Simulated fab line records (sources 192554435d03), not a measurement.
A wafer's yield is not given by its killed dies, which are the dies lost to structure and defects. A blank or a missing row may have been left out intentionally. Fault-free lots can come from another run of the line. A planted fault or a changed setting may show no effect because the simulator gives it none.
Comparing a struck lot with a sound one + flow n5_finfet + 39 out of 1938 route steps
Sound: wafers L375.1, L375.4, L375.5. Struck: wafer L381.2. (L381.5 of the same lot was not struck and is left out.) The cause comes at the end.
For every step that has rows: the tool of each side, followed by ch and its chambers, followed by its first start. Under that, the readings that differ: sound wafers + struck wafers + difference of the means + sigmas: that difference in standard deviations of wafers without a fault.
alike: readings whose means differ by less than 2 such deviations, and words and numbers that are the same on both sides. not compared: withheld readings, readings that some wafer has no value for, bounds like >300 that may hide the same value, and numbers for which the record gives no deviation and whose values overlap.
Wherever a step has rows on one side only, a row that says differs or no value, or a row with sigmas, the two part there. Numbers that don't overlap but have no deviation are shown without sigmas and don't part them. A reading that every wafer of one side lacks parts them only if that side has two wafers or more.

first, 9 steps without rows for these wafers: N5_HKMG_FIN_DESCUM_17 (chemistry O2, time 7.9 s); N5_HKMG_FIN_ETCH_31 (etches SiARC in CF4, target depth 45.5 nm, time 75.8 s); N5_HKMG_FIN_ETCH_32 (etches SOC in N2/H2, target depth 240 nm, time 300 s); N5_HKMG_FIN_STRIP_33 (strips in N2/H2); N5_HKMG_FIN_STRIP_34 (strips in CF4); N5_HKMG_FIN_ETCH_35 (etches SOC in N2/H2, target depth 215.8 nm, time 243.4 s); N5_HKMG_FIN_STRIP_92 (strips SOC in N2/H2, time 20 s); N5_HKMG_FIN_WET_ETCH_18 (etches TiN in SC1, time 55 s, target depth 5.2 nm, rinse time 30 s); N5_HKMG_FIN_STRIP_19 (strips in N2/H2, time 360 s).
N5_HKMG_FIN_ALD_91: deposits TiN, target thk 1 nm, pulse time 1 s, purge time 3 s.
  sound on ald_metal-02 ch 0,2, day 5 09:01; struck on ald_metal-02 ch 1, day 6 23:35
| reading    | sound    | struck | difference | sigmas |
|------------|----------|--------|------------|--------|
| ald_cycles | 47 47 47 | 43     | -4         |        |
  alike: heater_power_w, precursor_pulse_height_rel
then, 27 steps without rows for these wafers: N5_HKMG_FIN_COAT_85 (time 60 s, resist thk 300 nm); N5_HKMG_FIN_ETCH_86 (etches SOC in N2/H2, stops on TiN, target depth 393.2 nm); N5_HKMG_FIN_STRIP_89 (strips SOC in N2/H2, time 20 s); N5_HKMG_FIN_WET_ETCH_87 (etches TiN in SC1, time 154.2 s, target depth 4.7 nm, rinse time 30 s); N5_HKMG_FIN_STRIP_88 (strips in N2/H2, time 360 s); N5_HKMG_FIN_NWFM_ALD_20 (deposits TiAlC, target thk 2 nm, pulse time 3 s, purge time 2 s); N5_HKMG_FIN_ALD_71 (deposits TiN, target thk 1 nm, pulse time 1 s, purge time 3 s); N5_HKMG_FIN_COAT_66 (time 60 s, resist thk 300 nm); N5_HKMG_FIN_ETCH_67 (etches SOC in N2/H2, stops on TiN, target depth 388.9 nm); N5_HKMG_FIN_STRIP_90 (strips SOC in N2/H2, time 20 s); N5_HKMG_FIN_WET_ETCH_73 (etches the open film in SC1, time 42.3 s, target depth 1.3 nm, rinse time 30 s); N5_HKMG_FIN_ETCHBACK_68 (etches the open film in Cl2/Ar, stops on HfO2, target depth 0.5 nm); N5_HKMG_FIN_STRIP_69 (strips in N2/H2, time 360 s); N5_HKMG_FIN_ALD_21 (deposits TiN, target thk 1.5 nm, pulse time 1 s, purge time 3 s); N5_HKMG_FIN_ALD_72 (deposits W, target thk 2 nm, pulse time 1 s, purge time 2 s); N5_HKMG_FIN_W_FILL_22 (material W, target thk 60 nm, time 18.2 s); N5_HKMG_FIN_PRECLEAN_83 (cleans in DIW, time 57.5 s); N5_HKMG_FIN_SRD_84 (dry time 32 s); N5_HKMG_FIN_CMP_23 (polishes, stops on SiNx, t overpolish 10 s, target thk 46.326 nm); N5_HKMG_FIN_CMP_94 (polishes, stops on SiNx, t overpolish 4.7 s, target thk 43.299 nm); N5_GATE_CUT_ETCHBACK_00 (etches W in SF6/Cl2); N5_GATE_CUT_ETCH_56 (etches TiN in Cl2/Ar, target depth 21.6 nm); N5_GATE_CUT_ETCHBACK_30 (etches TiN in Cl2/Ar, target depth 3 nm); N5_GATE_CUT_VAPOR_ETCH_60 (etches HfO2 in BCl3/Cl2); N5_GATE_CUT_ETCH_58 (etches SiNx in CH3F/O2, target depth 17 nm, time 128.6 s); N5_GATE_CUT_STRIP_59 (strips in N2/H2, time 20 s); N5_GATE_CUT_PRECLEAN_31 (cleans in DIW, time 300 s).
-- the record jumps here: 4 days lie between the struck wafers' starts before and after (it left off in module GATE_CUT and takes up again in module BEOL_M4, whose first step shown is number 1111 of the route) --
N5_BEOL_M4_RC_MEAS_101:
  sound on prober-01 ch 0, day 9 23:26; struck on prober-02 ch 0, day 11 04:28
| reading             | sound                   | struck  | difference | sigmas |
|---------------------|-------------------------|---------|------------|--------|
| IOFF_N_LONG (nA/um) | 5.4e-05 5.4e-05 5.4e-05 | 7.2e-05 | +1.8e-05   | +6     |
| VT_N (mV)           | 252 247 252             | 241     | -9         | -2     |
| VT_N_LONG (mV)      | 276.9 277.8 275.6       | 264.0   | -12.8      | -6     |
| VT_N_LVT (mV)       | 102 97 101              | 90      | -10        | -2     |
  alike: DIBL_N, DIBL_P, IOFF_N, IOFF_P, ION_N, ION_P, SS_N, SS_P, VT_P
-- record jumps: 4 days separate the struck wafers' starts on either side; left off in module BEOL_M4, taken up again in module PASSIVATION, whose first shown step is the route's number 1936 --
N5_PASSIVATION_PROBE_49:
  sound on prober-01, day 14 07:09; struck on prober-01, day 15 07:40
| reading             | sound    | struck | difference | sigmas |
|---------------------|----------|--------|------------|--------|
| killed_at_front_end | 44 44 33 | 61     | +21        | +2     |
  alike: defect_limited_yield, killed_at_M0_to_M3, killed_at_M4_up, killed_at_contacts, killed_at_other, killed_dies, killed_open, killed_short, sort_bin_4_leakage, sort_bin_5_function, sort_bin_6_memory, sort_n_pass, sort_yield_pct

## WHERE THEY PART
Earliest at N5_BEOL_M4_RC_MEAS_101; latest, in this record, at N5_PASSIVATION_PROBE_49.

WHY: whatever the simulator had introduced
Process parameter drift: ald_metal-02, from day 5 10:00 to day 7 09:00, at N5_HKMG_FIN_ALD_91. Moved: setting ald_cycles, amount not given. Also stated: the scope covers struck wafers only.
